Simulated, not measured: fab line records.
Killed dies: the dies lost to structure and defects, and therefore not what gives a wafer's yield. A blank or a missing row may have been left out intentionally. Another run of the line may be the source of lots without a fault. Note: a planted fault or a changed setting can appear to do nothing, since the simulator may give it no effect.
fab line records -- flow nand-harc -- part 2 of 2: steps 25 to 38 of 38
record lots=5, wafers=15, last-day=24
route steps=1159 shown A_STAIRCASE@720 A_SGD_CUT@747
lots with no fault: from the same line, run without faults
start-h: hours from the record's first day to the start of the lot's first wafer shown -- wait-h: hours from the lot's prior step to this one -- " unchanged from the row above -- L1.1+2: a row that stands for several wafers -- - either no value or no given start -- * or withheld: withheld -- < > ~ a bound
route shown NAME@n: a module of which the file shows steps, and the number in the route of the first -- usual: the fault-free wafers' mean and standard deviation -- same: alike in all rows -- chamber/n: place in a boat -- sites: readings site by site -- _std_site: standard deviation across them -- _edge_site: outer sites' mean less inner sites' -- radius-mm: for every site, how far away it sits from the centre of the wafer -- mask NAME#n: copy n -- behind: the last tool/chamber to shape the wafer -- hold: cause of the lot's hold/its duration in hours/its outcome -- device: the transistor (n, p or np) that didn't switch -- end of line: the tests these same wafers got at the end of their route -- a step without rows: its recipe alone -- killed: dies lost to structure and defects at the first sort, not the wafer's yield -- map: dies across one wafer; x = killed, . = not, _ = none there
set.NAME: the setting the step ran with; set.NAME@STEP: the setting that earlier step ran with -- model.NAME: the simulator's own value behind a step, which no gauge read
certain route steps with their lots: each step a table, each wafer a row
services: from which hour (start-h, from the record's first day; less than 0 if before it) a tool's chamber was out of use, for how many hours, and why
## steps
# step NHARC_A_SGD_CUT_DEHYDRATE_01
# recipe temp-c=150, time-s=120
lot.wafer,tool,chamber,start-h,wait-h
L081.2+3+5,litho-track-01,0,357.73,0.2
L085.2+3+4,litho-track-04,0,390.83,0.2
L088.3+5+6,litho-track-01,0,391.10,0.2
L093.2+5+6,litho-track-01,0,418.81,0.2
L095.4+5+6,litho-track-06,0,439.70,0.1
# step NHARC_A_SGD_CUT_HMDS_02
# recipe time-s=30
lot.wafer,tool,chamber,start-h,wait-h
L081.2+3+5,litho-track-01,0,-,-
L085.2+3+4,litho-track-04,0,-,-
L088.3+5+6,litho-track-01,0,-,-
L093.2+5+6,litho-track-01,0,-,-
L095.4+5+6,litho-track-06,0,-,-
# step NHARC_A_SGD_CUT_COAT_56
# recipe temp-c=260, time-s=75
lot.wafer,tool,chamber,start-h,wait-h
L081.2+3+5,litho-track-01,0,-,-
L085.2+3+4,litho-track-04,0,-,-
L088.3+5+6,litho-track-01,0,-,-
L093.2+5+6,litho-track-01,0,-,-
L095.4+5+6,litho-track-06,0,-,-
# step NHARC_A_SGD_CUT_COAT_57
# recipe temp-c=225, time-s=65
lot.wafer,tool,chamber,start-h,wait-h
L081.2+3+5,litho-track-01,0,-,-
L085.2+3+4,litho-track-04,0,-,-
L088.3+5+6,litho-track-01,0,-,-
L093.2+5+6,litho-track-01,0,-,-
L095.4+5+6,litho-track-06,0,-,-
# step NHARC_A_SGD_CUT_COAT_03
# recipe spin-rpm=1500, resist-thk-nm=90
# usual spin-speed-rpm=1499.7/0.94
lot.wafer,tool,chamber,start-h,wait-h,spin-speed-rpm
L081.2,litho-track-01,0,-,-,1500.8
L081.3,litho-track-01,0,-,-,1501.6
L081.5,litho-track-01,0,-,-,1500.6
L085.2,litho-track-04,0,-,-,1500.3
L085.3,litho-track-04,0,-,-,1499.1
L085.4,litho-track-04,0,-,-,1499.8
L088.3,litho-track-01,0,-,-,1500.3
L088.5,litho-track-01,0,-,-,1500.7
L088.6,litho-track-01,0,-,-,1499.2
L093.2,litho-track-01,0,-,-,1501.1
L093.5,litho-track-01,0,-,-,1499.9
L093.6,litho-track-01,0,-,-,1500.2
L095.4,litho-track-06,0,-,-,1499.6
L095.5,litho-track-06,0,-,-,1499.8
L095.6,litho-track-06,0,-,-,1500.0
# step NHARC_A_SGD_CUT_SOFTBAKE_04
# recipe temp-c=105, time-s=55
lot.wafer,tool,chamber,start-h,wait-h
L081.2+3+5,litho-track-01,0,-,-
L085.2+3+4,litho-track-04,0,-,-
L088.3+5+6,litho-track-01,0,-,-
L093.2+5+6,litho-track-01,0,-,-
L095.4+5+6,litho-track-06,0,-,-
# step NHARC_A_SGD_CUT_EBR_05
lot.wafer,tool,chamber,start-h,wait-h
L081.2+3+5,litho-track-01,0,-,-
L085.2+3+4,litho-track-04,0,-,-
L088.3+5+6,litho-track-01,0,-,-
L093.2+5+6,litho-track-01,0,-,-
L095.4+5+6,litho-track-06,0,-,-
# step NHARC_A_SGD_CUT_EXPOSE_06
# recipe na=1.35, dose-mj=85.59, mask-id=SGD
# usual exposure-dose-mJ-cm2=85.59/0.085
lot.wafer,tool,chamber,start-h,wait-h,mask,exposure-dose-mJ-cm2
L081.2,arfi-scanner-03,0,357.92,-,SGD#0,85.48
L081.3,arfi-scanner-03,0,357.92,-,SGD#0,85.49
L081.5,arfi-scanner-03,0,357.92,-,SGD#0,85.47
L085.2,arfi-scanner-03,0,391.14,-,SGD#0,85.48
L085.3,arfi-scanner-03,0,391.14,-,SGD#0,85.52
L085.4,arfi-scanner-03,0,391.14,-,SGD#0,85.60
L088.3,arfi-scanner-03,0,391.46,-,SGD#0,85.47
L088.5,arfi-scanner-03,0,391.46,-,SGD#0,85.69
L088.6,arfi-scanner-03,0,391.46,-,SGD#0,85.64
L093.2,arfi-scanner-01,0,419.12,-,SGD#0,85.59
L093.5,arfi-scanner-01,0,419.12,-,SGD#0,85.66
L093.6,arfi-scanner-01,0,419.12,-,SGD#0,85.60
L095.4,arfi-scanner-03,0,440.03,-,SGD#0,85.56
L095.5,arfi-scanner-03,0,440.03,-,SGD#0,85.69
L095.6,arfi-scanner-03,0,440.03,-,SGD#0,85.61
# step NHARC_A_SGD_CUT_PEB_07
# recipe peb-temp-c=100, peb-time-s=65
lot.wafer,tool,chamber,start-h,wait-h
L081.2+3+5,litho-track-04,0,357.98,0.1
L085.2+3+4,litho-track-06,0,391.20,0.1
L088.3+5+6,litho-track-06,0,391.51,0.1
L093.2+5+6,litho-track-04,0,419.18,0.1
L095.4+5+6,litho-track-01,0,440.08,0.0
# step NHARC_A_SGD_CUT_DEVELOP_08
# recipe develop-time-s=35, dev-temp-c=23
lot.wafer,tool,chamber,start-h,wait-h
L081.2+3+5,litho-track-04,0,-,-
L085.2+3+4,litho-track-06,0,-,-
L088.3+5+6,litho-track-06,0,-,-
L093.2+5+6,litho-track-04,0,-,-
L095.4+5+6,litho-track-01,0,-,-
# step NHARC_A_SGD_CUT_CD_MEAS_09
# recipe target-cd-nm=100, landing-energy-ev=500
# usual cd-nm=100.2/0.52
lot.wafer,tool,chamber,start-h,wait-h,cd-nm
L081.2,cd-sem-02,0,358.06,-,100.6
L081.3,cd-sem-02,0,358.06,-,99.8
L081.5,cd-sem-02,0,358.06,-,100.8
L085.2,cd-sem-02,0,391.28,-,99.2
L085.3,cd-sem-02,0,391.28,-,99.8
L085.4,cd-sem-02,0,391.28,-,100.3
L088.3,cd-sem-02,0,391.60,-,100.1
L088.5,cd-sem-02,0,391.60,-,100.5
L088.6,cd-sem-02,0,391.60,-,100.5
L093.2,cd-sem-01,0,419.26,-,100.0
L093.5,cd-sem-01,0,419.26,-,99.5
L093.6,cd-sem-01,0,419.26,-,101.0
L095.4,cd-sem-03,0,440.17,-,100.9
L095.5,cd-sem-03,0,440.17,-,100.2
L095.6,cd-sem-03,0,440.17,-,100.0
# step NHARC_A_SGD_CUT_OVL_MEAS_10
# usual overlay-x-nm=0.1/0.79, overlay-y-nm=-0.3/0.85
lot.wafer,tool,chamber,start-h,wait-h,overlay-x-nm,overlay-y-nm
L081.2,overlay-01,-,358.14,-,0.9,-0.2
L081.3,overlay-01,-,358.14,-,0.3,-0.4
L081.5,overlay-01,-,358.14,-,0.3,-0.3
L085.2,overlay-02,-,391.37,-,0.7,-1.6
L085.3,overlay-02,-,391.37,-,0.5,-1.5
L085.4,overlay-02,-,391.37,-,0.2,-1.3
L088.3,overlay-02,-,391.68,-,0.4,-0.4
L088.5,overlay-02,-,391.68,-,1.1,-0.2
L088.6,overlay-02,-,391.68,-,0.6,-0.1
L093.2,overlay-02,-,419.35,-,1.5,0.1
L093.5,overlay-02,-,419.35,-,1.3,-0.5
L093.6,overlay-02,-,419.35,-,0.9,-0.4
L095.4,overlay-02,-,440.25,-,-1.8,-0.5
L095.5,overlay-02,-,440.25,-,-1.5,-0.4
L095.6,overlay-02,-,440.25,-,-1.5,-1.1
# step NHARC_A_SGD_CUT_INSPECT_11
# usual raw-defect-count=18/8.7
lot.wafer,tool,chamber,start-h,wait-h,raw-defect-count
L081.2,defect-inspect-02,-,358.18,0.0,6
L081.3,defect-inspect-02,-,358.18,0.0,17
L081.5,defect-inspect-02,-,358.18,0.0,9
L085.2,defect-inspect-02,-,391.40,0.0,24
L085.3,defect-inspect-02,-,391.40,0.0,27
L085.4,defect-inspect-02,-,391.40,0.0,28
L088.3,defect-inspect-02,-,391.72,0.0,19
L088.5,defect-inspect-02,-,391.72,0.0,29
L088.6,defect-inspect-02,-,391.72,0.0,20
L093.2,defect-inspect-02,-,419.38,0.0,28
L093.5,defect-inspect-02,-,419.38,0.0,29
L093.6,defect-inspect-02,-,419.38,0.0,32
L095.4,defect-inspect-01,-,440.29,0.0,38
L095.5,defect-inspect-01,-,440.29,0.0,32
L095.6,defect-inspect-01,-,440.29,0.0,40
# step NHARC_A_SGD_CUT_DESCUM_14
# recipe time-s=3, o2-flow-sccm=200, ar-flow-sccm=0, bias-power-w=0, chemistry=O2
# usual drypump-motor-current-A=5.8/0.42, mfc-ar-sccm=0.005/0.01, oes-product-au=0.999/0.01, rf-vpp-V=58.0/0.82, showerhead-plenum-p-Torr=1.97/0.061, throttle-valve-pct=11.313/0.0095
lot.wafer,tool,chamber,start-h,wait-h,drypump-motor-current-A,mfc-ar-sccm,oes-product-au,rf-hours-counter-h,rf-vpp-V,showerhead-plenum-p-Torr,throttle-valve-pct
L081.2,rie-diel-08,1,358.25,0.1,6.3,0.032,0.994,5,58.2,1.97,11.336
L081.3,rie-diel-08,2,358.25,0.1,5.3,0.002,0.994,5,57.9,1.98,11.323
L081.5,rie-diel-08,1,358.25,0.1,6.3,0.032,0.999,-,59.2,1.97,11.304
L085.3,rie-diel-08,0,391.46,0.1,5.3,0,0.980,10,57.5,1.96,11.307
L085.2,rie-diel-08,2,391.46,0.1,5.3,0.002,0.991,9,56.8,1.97,11.300
L085.4,rie-diel-08,0,391.46,0.1,5.3,0,0.983,-,57.4,1.96,11.313
L088.3,rie-diel-02,2,391.78,0.1,5.8,0,1.021,4,57.4,2.04,11.315
L088.6,rie-diel-02,2,391.78,0.1,5.7,0,1.018,-,59.0,2.04,11.288
L088.5,rie-diel-02,3,391.78,0.1,5.8,0.001,1.013,-,57.4,2.06,11.305
L093.2,rie-diel-05,2,419.45,0.1,5.0,0,1.002,6,57.2,1.92,11.308
L093.6,rie-diel-05,1,419.45,0.1,6.6,0,0.989,-,58.2,2.04,11.309
L093.5,rie-diel-05,2,419.45,0.1,5.0,0,0.996,-,58.7,1.92,11.306
L095.4,rie-diel-05,0,440.35,0.1,6.2,0,0.991,8,57.2,1.98,11.324
L095.5,rie-diel-05,3,440.35,0.1,5.7,0,1.014,-,56.0,1.96,11.298
L095.6,rie-diel-05,0,440.35,0.1,6.2,0,0.978,-,57.1,1.98,11.297
## services
tool,chamber,start-h,hours,kind
wet-bench-07,-,330.48,1.8,repair
pecvd-02,-,334.01,13.0,pm
litho-track-02,-,340.00,7.0,pm
cmp-03,-,352.35,0.2,repair
cmp-03,-,353.00,4.0,pm
rie-diel-10,-,354.16,9.0,pm
wet-bench-02,-,356.00,8.0,pm
plasma-asher-02,-,362.29,9.0,pm
litho-track-07,-,364.00,7.0,pm
rie-diel-13,-,375.21,2.7,repair
cmp-01,-,376.60,4.0,pm
pecvd-04,-,376.61,13.0,pm
rie-diel-13,2,381.87,3.8,repair
rie-diel-10,1,387.50,7.1,repair
litho-track-03,-,388.00,7.0,pm
rie-diel-10,3,401.02,1.2,repair
rie-diel-09,0,401.81,17.0,repair
rie-diel-09,-,403.74,4.5,repair
plasma-asher-02,-,422.11,1.7,repair
arfi-scanner-03,-,423.27,0.8,repair
rie-diel-10,1,425.89,3.1,repair
rie-diel-09,0,427.26,4.9,repair
rie-diel-09,-,431.21,9.0,pm
cmp-03,-,437.01,4.0,repair
